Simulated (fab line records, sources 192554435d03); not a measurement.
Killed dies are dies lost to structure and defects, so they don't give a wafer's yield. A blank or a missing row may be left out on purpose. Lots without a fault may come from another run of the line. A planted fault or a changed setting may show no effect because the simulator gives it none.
Split-lot experiment | flow n5_finfet | 7 lots, 21 wafers read, on a route of 1938 steps

THE SPLIT
At N5_BEOL_M3_ETCH_41 (etches SiCN in CH3F/O2, target depth 29.9 nm, time 52.5 s), the setting target_depth_a was moved away from the recipe's 299 angstrom on 12 of the 21 wafers read, by -11.2% to +11.4%. The other wafers ran this setting at the recipe's value.

The reading is taken at the split's own step.

THE READING
etch.depth_nm (the simulator's own value, which no gauge read), in nm, at N5_BEOL_M3_ETCH_41 (etches SiCN in CH3F/O2, target depth 29.9 nm, time 52.5 s). The file gives no usual value for it. The 9 wafers here that ran the recipe average 20.16 nm, standard deviation 0.5 nm.

wafer  | tool, chamber at the split | target_depth_a as run, angstrom | against the recipe | etch.depth_nm, nm | against lot-mates on the recipe
L074.4 | rie_diel-06, 3             | 265.5                           | -11.2%             | 17.65             | -2.02
L074.5 | rie_diel-06, 3             | 265.5                           | -11.2%             | 17.61             | -2.06
L074.6 | rie_diel-06, 2             | 299                             | recipe             | 19.67             | -
L080.1 | rie_diel-02, 2             | 299                             | recipe             | 20.19             | -
L080.3 | rie_diel-02, 0             | 275.4                           | -7.9%              | 18.09             | -2.13
L080.4 | rie_diel-02, 1             | 299                             | recipe             | 20.25             | -
L082.1 | rie_diel-02, 1             | 316.8                           | +6.0%              | 21.31             | +1.14
L082.4 | rie_diel-02, 2             | 316.8                           | +6.0%              | 21.14             | +0.97
L082.5 | rie_diel-02, 1             | 299                             | recipe             | 20.17             | -
L088.1 | rie_diel-06, 0             | 273                             | -8.7%              | 18.53             | -0.73
L088.3 | rie_diel-06, 2             | 273                             | -8.7%              | 17.91             | -1.35
L088.5 | rie_diel-06, 1             | 299                             | recipe             | 19.26             | -
L090.2 | rie_diel-03, 3             | 299                             | recipe             | 20.18             | -
L090.5 | rie_diel-03, 3             | 333.2                           | +11.4%             | 22.38             | +2.20
L090.6 | rie_diel-03, 2             | 333.2                           | +11.4%             | 22.55             | +2.37
L095.2 | rie_diel-03, 1             | 330.5                           | +10.5%             | 22.3              | no lot-mate on the recipe
L095.3 | rie_diel-03, 0             | 330.5                           | +10.5%             | 23.67             | no lot-mate on the recipe
L095.5 | rie_diel-03, 3             | 330.5                           | +10.5%             | 22.58             | no lot-mate on the recipe
L096.2 | rie_diel-03, 2             | 299                             | recipe             | 20.16             | -
L096.5 | rie_diel-03, 0             | 299                             | recipe             | 21.26             | -
L096.6 | rie_diel-03, 1             | 299                             | recipe             | 20.26             | -

THE FIT
A straight line over all 21 wafers: etch.depth_nm changes by +0.228 nm for each +1% of target_depth_a; r = +0.97; the points scatter about the line by 0.47 nm.
The same after taking each lot's own level away (the mean of its wafers on the recipe; 18 wafers): +0.183 nm for each +1%; r = +0.96; scatter 0.36 nm.
On that fit, the largest move of target_depth_a shifts the reading by 2.1 nm.
The lots' own levels span 19.260 to 20.560 nm, that is 2.6 times the standard deviation above.
So the lot-to-lot level changes the slope: the two fits differ.
Check: with one of the wafers moved furthest among these (+11.4%) left out of the fit, the line predicts +2.12 nm for it against its lot-mates. It came out at +2.2 nm against them.

OTHER SPLITS ON THESE WAFERS
These wafers also went through other splits before the reading. Each is held against what the fit with the lots' levels taken away leaves over:
other split on the same wafers       | wafers away from the commonest value | r with etch.depth_nm (lot level and that fit taken away)
N5_MOL_CONTACT_COAG_COAT_02 spin_rpm | 10                                   | -0.15
N5_MOL_CONTACT_COAG_ETCH_105 bias_w  | 9                                    | -0.09
N5_BEOL_M0_ETCH_128 source_w         | 5                                    | -0.44
N5_BEOL_M3_ILD_DEP_00 time_s         | 6                                    | +0.19
N5_BEOL_M3_TRENCH_ETCH_37 bias_w     | 7                                    | -0.20

THE FILE'S OWN FIT
etch.depth_nm changes by +0.189 nm for each +1% of target_depth_a, r = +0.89.
